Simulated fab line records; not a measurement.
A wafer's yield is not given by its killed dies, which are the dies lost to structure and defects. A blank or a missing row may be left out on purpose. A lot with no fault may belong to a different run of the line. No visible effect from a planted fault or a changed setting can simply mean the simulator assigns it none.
fab line records / flow nandHarc
record: lots: 13 wafers: 39 lastDay: 24
route steps=1159 shown P_GATE@209 P_CONTACT@229
lots with no fault: from the same line, run without faults
startH: the number of hours between the record's first day and the start of the first shown wafer of the lot / waitH: hours elapsed since this lot's preceding step / " unchanged from the row above / L1.1+2: one row covering several wafers at once / - no value, or no start given / * or withheld: withheld / < > ~ a bound
route shown NAME@n: names a module that has steps shown in the file, with the first one's number in the route / usual: mean/standard deviation taken from wafers without a fault / same: alike in all rows / chamber/n: place in a boat / sites: the reading at each site / _std_site: standard deviation of those values / _edge_site: outer sites' mean less inner sites' / radiusMm: for every site, how far away it sits from the centre of the wafer / mask NAME#n: copy n / behind: the last tool/chamber to shape the wafer / hold: why the lot went on hold/how many hours it stayed there/how the hold came to an end / device: transistor that didn't switch, given as n, p or np / end of line: at the end of the route, the tests of the same wafers / step lacking rows: just its recipe / killed: at the first sort, the dies lost to defects and structure; wafer yield is something else / map: a wafer's dies, x killed, . not, _ none there
set.NAME: the setting that was run; set.NAME@STEP: the one run at that earlier step / model.NAME: the simulator's own value behind a step, which no gauge read
one table for each step of the route and one row for each wafer, over a sample of lots
services: from which hour (startH, from the record's first day; less than 0 if before it) a tool's chamber was out of use, for how many hours, and why
== steps ==
step: NHARC_P_GATE_DEGAS_109
recipe: tempC: 300 timeS: 60
usual: heaterPowerW: 434/52
lot.wafer=L875.3 tool=pvdSputter-03 chamber=- startH=115.40 waitH=0.1 heaterPowerW=468
lot.wafer=L875.2 tool=pvdSputter-03 chamber=- startH=115.40 waitH=0.1 heaterPowerW=441
lot.wafer=L875.5 tool=pvdSputter-03 chamber=- startH=115.40 waitH=0.1 heaterPowerW=461
lot.wafer=L876.3 tool=pvdSputter-02 chamber=- startH=115.74 waitH=0.1 heaterPowerW=481
lot.wafer=L876.1 tool=pvdSputter-02 chamber=- startH=115.74 waitH=0.1 heaterPowerW=420
lot.wafer=L876.6 tool=pvdSputter-02 chamber=- startH=115.74 waitH=0.1 heaterPowerW=485
lot.wafer=L878.3 tool=pvdSputter-03 chamber=- startH=128.52 waitH=0.1 heaterPowerW=400
lot.wafer=L878.6 tool=pvdSputter-03 chamber=- startH=128.52 waitH=0.1 heaterPowerW=452
lot.wafer=L878.5 tool=pvdSputter-03 chamber=- startH=128.52 waitH=0.1 heaterPowerW=411
lot.wafer=L882.2 tool=pvdSputter-01 chamber=- startH=151.13 waitH=0.1 heaterPowerW=366
lot.wafer=L882.5 tool=pvdSputter-01 chamber=- startH=151.13 waitH=0.1 heaterPowerW=552
lot.wafer=L882.6 tool=pvdSputter-01 chamber=- startH=151.13 waitH=0.1 heaterPowerW=397
lot.wafer=L883.4 tool=pvdSputter-02 chamber=- startH=156.93 waitH=0.1 heaterPowerW=385
lot.wafer=L883.1 tool=pvdSputter-02 chamber=- startH=156.93 waitH=0.1 heaterPowerW=415
lot.wafer=L883.5 tool=pvdSputter-02 chamber=- startH=156.93 waitH=0.1 heaterPowerW=391
lot.wafer=L889.1 tool=pvdSputter-02 chamber=- startH=182.37 waitH=0.1 heaterPowerW=481
lot.wafer=L889.4 tool=pvdSputter-02 chamber=- startH=182.37 waitH=0.1 heaterPowerW=408
lot.wafer=L889.5 tool=pvdSputter-02 chamber=- startH=182.37 waitH=0.1 heaterPowerW=470
lot.wafer=L891.3 tool=pvdSputter-03 chamber=- startH=204.05 waitH=0.1 heaterPowerW=444
lot.wafer=L891.1 tool=pvdSputter-03 chamber=- startH=204.05 waitH=0.1 heaterPowerW=448
lot.wafer=L891.5 tool=pvdSputter-03 chamber=- startH=204.05 waitH=0.1 heaterPowerW=445
lot.wafer=L892.1 tool=pvdSputter-01 chamber=- startH=204.21 waitH=0.1 heaterPowerW=409
lot.wafer=L892.3 tool=pvdSputter-01 chamber=- startH=204.21 waitH=0.1 heaterPowerW=583
lot.wafer=L892.6 tool=pvdSputter-01 chamber=- startH=204.21 waitH=0.1 heaterPowerW=394
lot.wafer=L894.3 tool=pvdSputter-03 chamber=- startH=221.21 waitH=0.1 heaterPowerW=451
lot.wafer=L894.4 tool=pvdSputter-03 chamber=- startH=221.21 waitH=0.1 heaterPowerW=396
lot.wafer=L894.6 tool=pvdSputter-03 chamber=- startH=221.21 waitH=0.1 heaterPowerW=435
lot.wafer=L893.2 tool=pvdSputter-03 chamber=- startH=222.44 waitH=0.1 heaterPowerW=402
lot.wafer=L893.1 tool=pvdSputter-03 chamber=- startH=222.44 waitH=0.1 heaterPowerW=452
lot.wafer=L893.6 tool=pvdSputter-03 chamber=- startH=222.44 waitH=0.1 heaterPowerW=409
lot.wafer=L895.1 tool=pvdSputter-03 chamber=- startH=222.62 waitH=0.1 heaterPowerW=389
lot.wafer=L895.3 tool=pvdSputter-03 chamber=- startH=222.62 waitH=0.1 heaterPowerW=451
lot.wafer=L895.6 tool=pvdSputter-03 chamber=- startH=222.62 waitH=0.1 heaterPowerW=410
lot.wafer=L897.1 tool=pvdSputter-01 chamber=- startH=235.68 waitH=0.1 heaterPowerW=406
lot.wafer=L897.2 tool=pvdSputter-01 chamber=- startH=235.68 waitH=0.1 heaterPowerW=373
lot.wafer=L897.5 tool=pvdSputter-01 chamber=- startH=235.68 waitH=0.1 heaterPowerW=412
lot.wafer=L898.2 tool=pvdSputter-01 chamber=- startH=242.34 waitH=0.1 heaterPowerW=392
lot.wafer=L898.1 tool=pvdSputter-01 chamber=- startH=242.34 waitH=0.1 heaterPowerW=579
lot.wafer=L898.5 tool=pvdSputter-01 chamber=- startH=242.34 waitH=0.1 heaterPowerW=405
step: NHARC_P_GATE_RTA_80
recipe: tempC: 300 timeS: 30
usual: annealTempCMax: 301.0/0.37 wafer_temp_C_max: 301.4/0.32
lot.wafer=L875.2 tool=rtpAnneal-01 chamber=0 startH=116.12 waitH=- annealTempCMax=301.4 wafer_temp_C_max=301.2
lot.wafer=L875.3 tool=rtpAnneal-01 chamber=0 startH=116.12 waitH=- annealTempCMax=301.9 wafer_temp_C_max=301.5
lot.wafer=L875.5 tool=rtpAnneal-01 chamber=0 startH=116.12 waitH=- annealTempCMax=301.4 wafer_temp_C_max=301.7
lot.wafer=L876.1 tool=rtpAnneal-02 chamber=0 startH=116.39 waitH=- annealTempCMax=300.5 wafer_temp_C_max=301.5
lot.wafer=L876.3 tool=rtpAnneal-02 chamber=0 startH=116.39 waitH=- annealTempCMax=300.7 wafer_temp_C_max=301.5
lot.wafer=L876.6 tool=rtpAnneal-02 chamber=0 startH=116.39 waitH=- annealTempCMax=300.7 wafer_temp_C_max=301.2
lot.wafer=L878.3 tool=rtpAnneal-02 chamber=0 startH=128.87 waitH=- annealTempCMax=300.8 wafer_temp_C_max=301.8
lot.wafer=L878.5 tool=rtpAnneal-02 chamber=0 startH=128.87 waitH=- annealTempCMax=300.8 wafer_temp_C_max=301.3
lot.wafer=L878.6 tool=rtpAnneal-02 chamber=0 startH=128.87 waitH=- annealTempCMax=300.9 wafer_temp_C_max=301.6
lot.wafer=L882.2 tool=rtpAnneal-02 chamber=0 startH=151.69 waitH=- annealTempCMax=300.8 wafer_temp_C_max=301.4
lot.wafer=L882.5 tool=rtpAnneal-02 chamber=0 startH=151.69 waitH=- annealTempCMax=300.6 wafer_temp_C_max=302.1
lot.wafer=L882.6 tool=rtpAnneal-02 chamber=0 startH=151.69 waitH=- annealTempCMax=300.5 wafer_temp_C_max=301.2
lot.wafer=L883.1 tool=rtpAnneal-02 chamber=0 startH=157.50 waitH=- annealTempCMax=300.7 wafer_temp_C_max=301.4
lot.wafer=L883.4 tool=rtpAnneal-02 chamber=0 startH=157.50 waitH=- annealTempCMax=301.0 wafer_temp_C_max=301.3
lot.wafer=L883.5 tool=rtpAnneal-02 chamber=0 startH=157.50 waitH=- annealTempCMax=300.6 wafer_temp_C_max=301.4
lot.wafer=L889.1 tool=rtpAnneal-02 chamber=0 startH=182.67 waitH=- annealTempCMax=300.8 wafer_temp_C_max=301.7
lot.wafer=L889.4 tool=rtpAnneal-02 chamber=0 startH=182.67 waitH=- annealTempCMax=300.7 wafer_temp_C_max=301.6
lot.wafer=L889.5 tool=rtpAnneal-02 chamber=0 startH=182.67 waitH=- annealTempCMax=300.6 wafer_temp_C_max=301.4
lot.wafer=L891.1 tool=rtpAnneal-02 chamber=0 startH=204.35 waitH=- annealTempCMax=300.4 wafer_temp_C_max=301.2
lot.wafer=L891.3 tool=rtpAnneal-02 chamber=0 startH=204.35 waitH=- annealTempCMax=300.8 wafer_temp_C_max=301.7
lot.wafer=L891.5 tool=rtpAnneal-02 chamber=0 startH=204.35 waitH=- annealTempCMax=300.7 wafer_temp_C_max=301.1
lot.wafer=L892.1 tool=rtpAnneal-01 chamber=0 startH=204.51 waitH=- annealTempCMax=301.1 wafer_temp_C_max=301.3
lot.wafer=L892.3 tool=rtpAnneal-01 chamber=0 startH=204.51 waitH=- annealTempCMax=301.0 wafer_temp_C_max=300.8
lot.wafer=L892.6 tool=rtpAnneal-01 chamber=0 startH=204.51 waitH=- annealTempCMax=301.3 wafer_temp_C_max=301.3
lot.wafer=L894.3 tool=rtpAnneal-02 chamber=0 startH=221.55 waitH=- annealTempCMax=300.9 wafer_temp_C_max=301.4
lot.wafer=L894.4 tool=rtpAnneal-02 chamber=0 startH=221.55 waitH=- annealTempCMax=300.8 wafer_temp_C_max=301.1
lot.wafer=L894.6 tool=rtpAnneal-02 chamber=0 startH=221.55 waitH=- annealTempCMax=300.9 wafer_temp_C_max=301.8
lot.wafer=L893.1 tool=rtpAnneal-02 chamber=0 startH=222.77 waitH=- annealTempCMax=300.5 wafer_temp_C_max=301.5
lot.wafer=L893.2 tool=rtpAnneal-02 chamber=0 startH=222.77 waitH=- annealTempCMax=300.9 wafer_temp_C_max=302.1
lot.wafer=L893.6 tool=rtpAnneal-02 chamber=0 startH=222.77 waitH=- annealTempCMax=300.9 wafer_temp_C_max=302.3
lot.wafer=L895.1 tool=rtpAnneal-01 chamber=0 startH=223.10 waitH=- annealTempCMax=301.3 wafer_temp_C_max=301.5
lot.wafer=L895.3 tool=rtpAnneal-01 chamber=0 startH=223.10 waitH=- annealTempCMax=301.2 wafer_temp_C_max=300.9
lot.wafer=L895.6 tool=rtpAnneal-01 chamber=0 startH=223.10 waitH=- annealTempCMax=301.9 wafer_temp_C_max=301.2
lot.wafer=L897.1 tool=rtpAnneal-01 chamber=0 startH=236.03 waitH=- annealTempCMax=301.8 wafer_temp_C_max=301.0
lot.wafer=L897.2 tool=rtpAnneal-01 chamber=0 startH=236.03 waitH=- annealTempCMax=301.0 wafer_temp_C_max=301.4
lot.wafer=L897.5 tool=rtpAnneal-01 chamber=0 startH=236.03 waitH=- annealTempCMax=301.8 wafer_temp_C_max=301.0
lot.wafer=L898.1 tool=rtpAnneal-02 chamber=0 startH=242.64 waitH=- annealTempCMax=300.8 wafer_temp_C_max=301.2
lot.wafer=L898.2 tool=rtpAnneal-02 chamber=0 startH=242.64 waitH=- annealTempCMax=301.1 wafer_temp_C_max=301.7
lot.wafer=L898.5 tool=rtpAnneal-02 chamber=0 startH=242.64 waitH=- annealTempCMax=300.9 wafer_temp_C_max=301.1
step: NHARC_P_CONTACT_EXPOSE_09
recipe: na: 1.35 targetCdNm: 90 doseMj: 81.26 maskId: P_CA
lot.wafer=L876.1+3+6 tool=arfiScanner-02 chamber=0 startH=118.52 waitH=- mask=P_CA#0
lot.wafer=L875.2+3+5 tool=arfiScanner-01 chamber=0 startH=119.12 waitH=- mask=P_CA#0
lot.wafer=L878.3+5+6 tool=arfiScanner-02 chamber=0 startH=131.04 waitH=- mask=P_CA#0
lot.wafer=L882.2+5+6 tool=arfiScanner-02 chamber=0 startH=153.69 waitH=- mask=P_CA#0
lot.wafer=L883.1+4+5 tool=arfiScanner-02 chamber=0 startH=159.49 waitH=- mask=P_CA_R1#0
lot.wafer=L889.1+4+5 tool=arfiScanner-01 chamber=0 startH=184.93 waitH=- mask=P_CA#0
lot.wafer=L891.1+3+5 tool=arfiScanner-02 chamber=0 startH=206.49 waitH=- mask=P_CA#0
lot.wafer=L892.1+3+6 tool=arfiScanner-01 chamber=0 startH=206.74 waitH=- mask=P_CA#0
lot.wafer=L894.3+4+6 tool=arfiScanner-02 chamber=0 startH=223.69 waitH=- mask=P_CA#0
lot.wafer=L893.1+2+6 tool=arfiScanner-02 chamber=0 startH=225.14 waitH=- mask=P_CA#0
lot.wafer=L895.1+3+6 tool=arfiScanner-03 chamber=0 startH=225.36 waitH=- mask=P_CA#0
lot.wafer=L897.1+2+5 tool=arfiScanner-02 chamber=0 startH=238.15 waitH=- mask=P_CA#0
lot.wafer=L898.1+2+5 tool=arfiScanner-02 chamber=0 startH=244.65 waitH=- mask=P_CA#0
step: NHARC_P_CONTACT_CD_MEAS_12
recipe: targetCdNm: 90 landingEnergyEv: 500
usual: cdNm: 90.0/0.93
lot.wafer=L876.1 tool=cdSem-02 chamber=0 startH=118.66 waitH=- cdNm=89.9
lot.wafer=L876.3 tool=cdSem-02 chamber=0 startH=118.66 waitH=- cdNm=90.7
lot.wafer=L876.6 tool=cdSem-02 chamber=0 startH=118.66 waitH=- cdNm=89.9
lot.wafer=L875.2 tool=cdSem-01 chamber=0 startH=119.26 waitH=- cdNm=88.9
lot.wafer=L875.3 tool=cdSem-01 chamber=0 startH=119.26 waitH=- cdNm=90.5
lot.wafer=L875.5 tool=cdSem-01 chamber=0 startH=119.26 waitH=- cdNm=90.1
lot.wafer=L878.3 tool=cdSem-01 chamber=0 startH=131.17 waitH=- cdNm=89.7
lot.wafer=L878.5 tool=cdSem-01 chamber=0 startH=131.17 waitH=- cdNm=89.0
lot.wafer=L878.6 tool=cdSem-01 chamber=0 startH=131.17 waitH=- cdNm=88.8
lot.wafer=L882.2 tool=cdSem-01 chamber=0 startH=153.83 waitH=- cdNm=91.9
lot.wafer=L882.5 tool=cdSem-01 chamber=0 startH=153.83 waitH=- cdNm=92.2
lot.wafer=L882.6 tool=cdSem-01 chamber=0 startH=153.83 waitH=- cdNm=90.3
lot.wafer=L883.1 tool=cdSem-01 chamber=0 startH=159.63 waitH=- cdNm=81.1
lot.wafer=L883.4 tool=cdSem-01 chamber=0 startH=159.63 waitH=- cdNm=80.1
lot.wafer=L883.5 tool=cdSem-01 chamber=0 startH=159.63 waitH=- cdNm=82.5
lot.wafer=L889.1 tool=cdSem-01 chamber=0 startH=185.07 waitH=- cdNm=89.3
lot.wafer=L889.4 tool=cdSem-01 chamber=0 startH=185.07 waitH=- cdNm=90.5
lot.wafer=L889.5 tool=cdSem-01 chamber=0 startH=185.07 waitH=- cdNm=88.9
lot.wafer=L891.1 tool=cdSem-01 chamber=0 startH=206.63 waitH=- cdNm=90.0
lot.wafer=L891.3 tool=cdSem-01 chamber=0 startH=206.63 waitH=- cdNm=92.5
lot.wafer=L891.5 tool=cdSem-01 chamber=0 startH=206.63 waitH=- cdNm=92.1
lot.wafer=L892.1 tool=cdSem-02 chamber=0 startH=206.87 waitH=- cdNm=89.8
lot.wafer=L892.3 tool=cdSem-02 chamber=0 startH=206.87 waitH=- cdNm=90.2
lot.wafer=L892.6 tool=cdSem-02 chamber=0 startH=206.87 waitH=- cdNm=89.6
lot.wafer=L894.3 tool=cdSem-01 chamber=0 startH=223.83 waitH=- cdNm=89.1
lot.wafer=L894.4 tool=cdSem-01 chamber=0 startH=223.83 waitH=- cdNm=88.2
lot.wafer=L894.6 tool=cdSem-01 chamber=0 startH=223.83 waitH=- cdNm=90.0
lot.wafer=L893.1 tool=cdSem-03 chamber=0 startH=225.29 waitH=- cdNm=90.8
lot.wafer=L893.2 tool=cdSem-03 chamber=0 startH=225.29 waitH=- cdNm=89.2
lot.wafer=L893.6 tool=cdSem-03 chamber=0 startH=225.29 waitH=- cdNm=89.8
lot.wafer=L895.1 tool=cdSem-01 chamber=0 startH=225.50 waitH=- cdNm=91.3
lot.wafer=L895.3 tool=cdSem-01 chamber=0 startH=225.50 waitH=- cdNm=91.0
lot.wafer=L895.6 tool=cdSem-01 chamber=0 startH=225.50 waitH=- cdNm=92.5
lot.wafer=L897.1 tool=cdSem-01 chamber=0 startH=238.29 waitH=- cdNm=91.4
lot.wafer=L897.2 tool=cdSem-01 chamber=0 startH=238.29 waitH=- cdNm=90.4
lot.wafer=L897.5 tool=cdSem-01 chamber=0 startH=238.29 waitH=- cdNm=91.0
lot.wafer=L898.1 tool=cdSem-03 chamber=0 startH=244.79 waitH=- cdNm=89.7
lot.wafer=L898.2 tool=cdSem-03 chamber=0 startH=244.79 waitH=- cdNm=89.8
lot.wafer=L898.5 tool=cdSem-03 chamber=0 startH=244.79 waitH=- cdNm=90.2
step: NHARC_P_CONTACT_INSPECT_14
usual: rawDefectCount: 4.1/2.6
lot.wafer=L876.1 tool=defectInspect-01 chamber=- startH=118.78 waitH=0.0 rawDefectCount=3
lot.wafer=L876.3 tool=defectInspect-01 chamber=- startH=118.78 waitH=0.0 rawDefectCount=4
lot.wafer=L876.6 tool=defectInspect-01 chamber=- startH=118.78 waitH=0.0 rawDefectCount=3
lot.wafer=L875.2 tool=defectInspect-02 chamber=- startH=119.38 waitH=0.0 rawDefectCount=5
lot.wafer=L875.3 tool=defectInspect-02 chamber=- startH=119.38 waitH=0.0 rawDefectCount=1
lot.wafer=L875.5 tool=defectInspect-02 chamber=- startH=119.38 waitH=0.0 rawDefectCount=1
lot.wafer=L878.3 tool=defectInspect-01 chamber=- startH=131.29 waitH=0.0 rawDefectCount=3
lot.wafer=L878.5 tool=defectInspect-01 chamber=- startH=131.29 waitH=0.0 rawDefectCount=3
lot.wafer=L878.6 tool=defectInspect-01 chamber=- startH=131.29 waitH=0.0 rawDefectCount=1
lot.wafer=L882.2 tool=defectInspect-02 chamber=- startH=153.95 waitH=0.0 rawDefectCount=7
lot.wafer=L882.5 tool=defectInspect-02 chamber=- startH=153.95 waitH=0.0 rawDefectCount=6
lot.wafer=L882.6 tool=defectInspect-02 chamber=- startH=153.95 waitH=0.0 rawDefectCount=1
lot.wafer=L883.1 tool=defectInspect-01 chamber=- startH=159.75 waitH=0.0 rawDefectCount=7
lot.wafer=L883.4 tool=defectInspect-01 chamber=- startH=159.75 waitH=0.0 rawDefectCount=5
lot.wafer=L883.5 tool=defectInspect-01 chamber=- startH=159.75 waitH=0.0 rawDefectCount=5
lot.wafer=L889.1 tool=defectInspect-01 chamber=- startH=185.19 waitH=0.0 rawDefectCount=6
lot.wafer=L889.4 tool=defectInspect-01 chamber=- startH=185.19 waitH=0.0 rawDefectCount=4
lot.wafer=L889.5 tool=defectInspect-01 chamber=- startH=185.19 waitH=0.0 rawDefectCount=1
lot.wafer=L891.1 tool=defectInspect-01 chamber=- startH=206.76 waitH=0.0 rawDefectCount=6
lot.wafer=L891.3 tool=defectInspect-01 chamber=- startH=206.76 waitH=0.0 rawDefectCount=2
lot.wafer=L891.5 tool=defectInspect-01 chamber=- startH=206.76 waitH=0.0 rawDefectCount=8
lot.wafer=L892.1 tool=defectInspect-02 chamber=- startH=207.00 waitH=0.0 rawDefectCount=0
lot.wafer=L892.3 tool=defectInspect-02 chamber=- startH=207.00 waitH=0.0 rawDefectCount=2
lot.wafer=L892.6 tool=defectInspect-02 chamber=- startH=207.00 waitH=0.0 rawDefectCount=1
lot.wafer=L894.3 tool=defectInspect-01 chamber=- startH=223.96 waitH=0.0 rawDefectCount=5
lot.wafer=L894.4 tool=defectInspect-01 chamber=- startH=223.96 waitH=0.0 rawDefectCount=5
lot.wafer=L894.6 tool=defectInspect-01 chamber=- startH=223.96 waitH=0.0 rawDefectCount=4
lot.wafer=L893.1 tool=defectInspect-01 chamber=- startH=225.43 waitH=0.0 rawDefectCount=7
lot.wafer=L893.2 tool=defectInspect-01 chamber=- startH=225.43 waitH=0.0 rawDefectCount=9
lot.wafer=L893.6 tool=defectInspect-01 chamber=- startH=225.43 waitH=0.0 rawDefectCount=16
lot.wafer=L895.1 tool=defectInspect-02 chamber=- startH=225.63 waitH=0.0 rawDefectCount=4
lot.wafer=L895.3 tool=defectInspect-02 chamber=- startH=225.63 waitH=0.0 rawDefectCount=5
lot.wafer=L895.6 tool=defectInspect-02 chamber=- startH=225.63 waitH=0.0 rawDefectCount=3
lot.wafer=L897.1 tool=defectInspect-01 chamber=- startH=238.41 waitH=0.0 rawDefectCount=1
lot.wafer=L897.2 tool=defectInspect-01 chamber=- startH=238.41 waitH=0.0 rawDefectCount=3
lot.wafer=L897.5 tool=defectInspect-01 chamber=- startH=238.41 waitH=0.0 rawDefectCount=1
lot.wafer=L898.1 tool=defectInspect-01 chamber=- startH=244.91 waitH=0.0 rawDefectCount=3
lot.wafer=L898.2 tool=defectInspect-01 chamber=- startH=244.91 waitH=0.0 rawDefectCount=5
lot.wafer=L898.5 tool=defectInspect-01 chamber=- startH=244.91 waitH=0.0 rawDefectCount=4
step: NHARC_P_CONTACT_CD_MEAS_19
usual: cdNm: 89.4/1.8
lot.wafer=L876.1 tool=cdSem-01 chamber=- startH=119.71 waitH=- cdNm=88.1
lot.wafer=L876.3 tool=cdSem-01 chamber=- startH=119.71 waitH=- cdNm=89.5
lot.wafer=L876.6 tool=cdSem-01 chamber=- startH=119.71 waitH=- cdNm=90.1
lot.wafer=L875.2 tool=cdSem-02 chamber=- startH=120.33 waitH=- cdNm=90.7
lot.wafer=L875.3 tool=cdSem-02 chamber=- startH=120.33 waitH=- cdNm=87.6
lot.wafer=L875.5 tool=cdSem-02 chamber=- startH=120.33 waitH=- cdNm=92.0
lot.wafer=L878.3 tool=cdSem-01 chamber=- startH=132.23 waitH=- cdNm=89.2
lot.wafer=L878.5 tool=cdSem-01 chamber=- startH=132.23 waitH=- cdNm=88.8
lot.wafer=L878.6 tool=cdSem-01 chamber=- startH=132.23 waitH=- cdNm=87.1
lot.wafer=L882.2 tool=cdSem-01 chamber=- startH=154.92 waitH=- cdNm=91.2
lot.wafer=L882.5 tool=cdSem-01 chamber=- startH=154.92 waitH=- cdNm=92.9
lot.wafer=L882.6 tool=cdSem-01 chamber=- startH=154.92 waitH=- cdNm=88.8
lot.wafer=L883.1 tool=cdSem-03 chamber=- startH=160.73 waitH=- cdNm=80.6
lot.wafer=L883.4 tool=cdSem-03 chamber=- startH=160.73 waitH=- cdNm=78.0
lot.wafer=L883.5 tool=cdSem-03 chamber=- startH=160.73 waitH=- cdNm=81.0
lot.wafer=L889.1 tool=cdSem-01 chamber=- startH=186.13 waitH=- cdNm=86.8
lot.wafer=L889.4 tool=cdSem-01 chamber=- startH=186.13 waitH=- cdNm=87.5
lot.wafer=L889.5 tool=cdSem-01 chamber=- startH=186.13 waitH=- cdNm=89.1
lot.wafer=L891.1 tool=cdSem-03 chamber=- startH=207.69 waitH=- cdNm=90.5
lot.wafer=L891.3 tool=cdSem-03 chamber=- startH=207.69 waitH=- cdNm=90.5
lot.wafer=L891.5 tool=cdSem-03 chamber=- startH=207.69 waitH=- cdNm=92.6
lot.wafer=L892.1 tool=cdSem-03 chamber=- startH=208.08 waitH=- cdNm=88.0
lot.wafer=L892.3 tool=cdSem-03 chamber=- startH=208.08 waitH=- cdNm=90.7
lot.wafer=L892.6 tool=cdSem-03 chamber=- startH=208.08 waitH=- cdNm=88.6
lot.wafer=L894.3 tool=cdSem-02 chamber=- startH=224.90 waitH=- cdNm=89.1
lot.wafer=L894.4 tool=cdSem-02 chamber=- startH=224.90 waitH=- cdNm=86.9
lot.wafer=L894.6 tool=cdSem-02 chamber=- startH=224.90 waitH=- cdNm=90.0
lot.wafer=L893.1 tool=cdSem-02 chamber=- startH=226.36 waitH=- cdNm=88.9
lot.wafer=L893.2 tool=cdSem-02 chamber=- startH=226.36 waitH=- cdNm=90.2
lot.wafer=L893.6 tool=cdSem-02 chamber=- startH=226.36 waitH=- cdNm=88.7
lot.wafer=L895.1 tool=cdSem-03 chamber=- startH=227.91 waitH=- cdNm=92.4
lot.wafer=L895.3 tool=cdSem-03 chamber=- startH=227.91 waitH=- cdNm=89.7
lot.wafer=L895.6 tool=cdSem-03 chamber=- startH=227.91 waitH=- cdNm=91.5
lot.wafer=L897.1 tool=cdSem-03 chamber=- startH=239.35 waitH=- cdNm=90.0
lot.wafer=L897.2 tool=cdSem-03 chamber=- startH=239.35 waitH=- cdNm=91.2
lot.wafer=L897.5 tool=cdSem-03 chamber=- startH=239.35 waitH=- cdNm=89.4
lot.wafer=L898.1 tool=cdSem-03 chamber=- startH=246.28 waitH=0.2 cdNm=89.0
lot.wafer=L898.2 tool=cdSem-03 chamber=- startH=246.28 waitH=0.2 cdNm=88.4
lot.wafer=L898.5 tool=cdSem-03 chamber=- startH=246.28 waitH=0.2 cdNm=89.4
== services ==
tool=arfiScanner-01 chamber=- startH=91.72 hours=0.6 kind=repair
tool=pvdSputter-03 chamber=- startH=102.00 hours=10.0 kind=pm
tool=arfiScanner-01 chamber=- startH=103.66 hours=1.2 kind=repair
tool=arfiScanner-03 chamber=- startH=105.10 hours=0.9 kind=repair
tool=arfiScanner-01 chamber=- startH=121.86 hours=1.8 kind=repair
tool=arfiScanner-03 chamber=- startH=140.00 hours=4.0 kind=pm
tool=pvdSputter-02 chamber=- startH=148.48 hours=3.7 kind=repair
tool=arfiScanner-03 chamber=- startH=155.97 hours=1.6 kind=repair
tool=pvdSputter-01 chamber=- startH=158.00 hours=10.0 kind=pm
tool=pvdSputter-03 chamber=- startH=176.10 hours=4.3 kind=repair
tool=arfiScanner-02 chamber=- startH=179.83 hours=4.1 kind=repair
tool=arfiScanner-03 chamber=- startH=182.01 hours=0.6 kind=repair
tool=pvdSputter-03 chamber=- startH=184.20 hours=6.2 kind=repair
tool=arfiScanner-01 chamber=- startH=196.00 hours=4.0 kind=pm
tool=arfiScanner-03 chamber=- startH=211.28 hours=1.1 kind=repair
tool=pvdSputter-02 chamber=- startH=214.00 hours=10.0 kind=pm
tool=pvdSputter-02 chamber=- startH=241.48 hours=1.1 kind=repair
tool=arfiScanner-01 chamber=- startH=243.56 hours=25.5 kind=repair
== key ==
firstSign: step: NHARC_P_CONTACT_EXPOSE_09 reading: mask direction: changed
effect: step: NHARC_P_CONTACT_CD_MEAS_12 reading: cdNm direction: down sigmas: 9.5 usual: 90.0 struck: 81.2
effect: step: NHARC_P_CONTACT_CD_MEAS_19 reading: cdNm direction: down sigmas: 5.4 usual: 89.4 struck: 79.9
metAt NHARC_P_CONTACT_EXPOSE_09
struckLots L883
sortLeftOut L883.1,L883.4,L883.5
testerLeftOut L883
notActingAt NHARC_P_GATE_DEGAS_109,NHARC_P_GATE_RTA_80,NHARC_P_CONTACT_INSPECT_14
onsetBetween 153.69 159.49
fault: kind: wrongMask tool: any chamber: - onsetH: 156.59 steps: NHARC_P_CONTACT_EXPOSE_09 auxCopy: P_CA_R1#0 cdOffsetNm: -8.4985 scope: struckLotsOnly
testerLeftOut: of these lots the tester's yield and bins aren't shown, on N5 and GAA mostly nor the transistor test; their killed dies are dies lost to structure and defects alone, not to doping, threshold or leakage, so they don't give the yield
sortLeftOut: the simulated sort isn't trusted on such a fault, so these wafers' sort isn't shown, and their yield isn't known
